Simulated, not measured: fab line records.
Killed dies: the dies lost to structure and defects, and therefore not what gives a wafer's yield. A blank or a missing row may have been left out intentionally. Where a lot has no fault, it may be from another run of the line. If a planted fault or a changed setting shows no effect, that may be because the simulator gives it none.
Comparing a struck lot with a sound one | flow n5Finfet | 14 steps out of a route of 1938
Sound: the wafers L262.2, L262.3, L262.6. Struck: wafers L277.3, L277.4. The cause is named last.
Per side, at each step with rows, come the tool, then ch with its chambers, and then its first start. Under that, the readings that differ: sound wafers | struck wafers | difference of the means | sigmas: that difference in standard deviations of wafers without a fault.
alike: same words and numbers on both sides, and readings whose means sit less than 2 such deviations apart. not compared: any withheld reading, any reading some wafer has no value for, any bound like >300 that may hide the same value, and any number with overlapping values for which the record gives no deviation.
A row with sigmas, a row that says differs or no value, or rows on one side alone: a step with any of these is where the two part. Numbers that have no deviation but don't overlap get no sigmas and don't part them. A reading that every wafer of one side lacks parts them only if that side has two wafers or more.

first, 7 steps without rows for these wafers: N5_PASSIVATION_COAT_38; N5_PASSIVATION_EBR_40; N5_PASSIVATION_SOFTBAKE_39 (time 120 s); N5_PASSIVATION_EXPOSE_41 (exposes mask PASS OPEN, defocus 0 nm, target cd 40000 nm); N5_PASSIVATION_PEB_42; N5_PASSIVATION_DEVELOP_43 (develop time 60 s); N5_PASSIVATION_HARDBAKE_45 (time 120 s).
N5_PASSIVATION_CD_MEAS_44 targets a cd of 40000 nm.
  sound on cdSem-02 ch 0, day 14 14:55; struck on cdSem-03 ch 0, day 18 14:22
  alike: cdNm
N5_PASSIVATION_OVL_MEAS_66:
  sound on overlay-01 ch 0, day 14 14:57; struck on overlay-01 ch 0, day 18 14:23
  alike: PASS_OPEN_OVL
N5_PASSIVATION_INSPECT_67: inspects for defects (macro).
  sound on defectInspect-01 at day 14 14:58; struck on defectInspect-01 at day 18 14:25
  alike: rawDefectCount
N5_PASSIVATION_DESCUM_46: chemistry O2, time 7.9 s.
  sound on rieDiel-03 ch 1,2, day 14 15:01; struck on rieDiel-01 ch 0,1, day 18 14:27
reading              | sound             | struck      | difference | sigmas
throttleValvePct (%) | 20.84 20.57 20.83 | 20.38 19.99 | -0.56      | -2
  alike: drypumpMotorCurrentA, oesProductAu, rfVppV, showerheadPlenumPTorr
  not compared: rfHoursCounterH
N5_PASSIVATION_PASS_ETCH_47: etches SiNx in CF4/O2, target depth 770 nm, time 385 s.
  sound on rieDiel-03 ch 1,2, day 14 15:02; struck on rieDiel-01 ch 0,1, day 18 14:29
  alike: drypumpMotorCurrentA, oes_f_703_au, oesProductAu, rfVppV, showerheadPlenumPTorr, throttleValvePct
  not compared: rfHoursCounterH
N5_PASSIVATION_ETCH_54: etches SiO2 in CHF3/O2, target depth 880 nm, time 440 s.
  sound on rieDiel-03 ch 1,2, day 14 15:16; struck on rieDiel-01 ch 0,1, day 18 14:43
reading                               | sound             | struck    | difference | sigmas
model.PASSIVATION.featureDepthNm (nm) | 897 891.2 898     | 1184 1216 | +305       | 
model.etch.depthNm (nm)               | 897.1 891.2 898.1 | 1184 1216 | +305       | 
  alike: drypumpMotorCurrentA, oes_f_703_au, oesProductAu, rfVppV, showerheadPlenumPTorr, throttleValvePct
  not compared: rfHoursCounterH
N5_PASSIVATION_STRIP_48: strips in O2.
  sound on rieDiel-03 ch 1,2, day 14 16:22; struck on rieDiel-01 ch 0,1, day 18 15:00
  alike: drypumpMotorCurrentA, oesProductAu, rfVppV, showerheadPlenumPTorr, throttleValvePct
  not compared: rfHoursCounterH

WHERE THEY PART
N5_PASSIVATION_DESCUM_46 only, going by this record. Later steps at which nothing parts them and some readings are alike: N5_PASSIVATION_PASS_ETCH_47, N5_PASSIVATION_ETCH_54, N5_PASSIVATION_STRIP_48.

WHY: whatever the simulator had introduced
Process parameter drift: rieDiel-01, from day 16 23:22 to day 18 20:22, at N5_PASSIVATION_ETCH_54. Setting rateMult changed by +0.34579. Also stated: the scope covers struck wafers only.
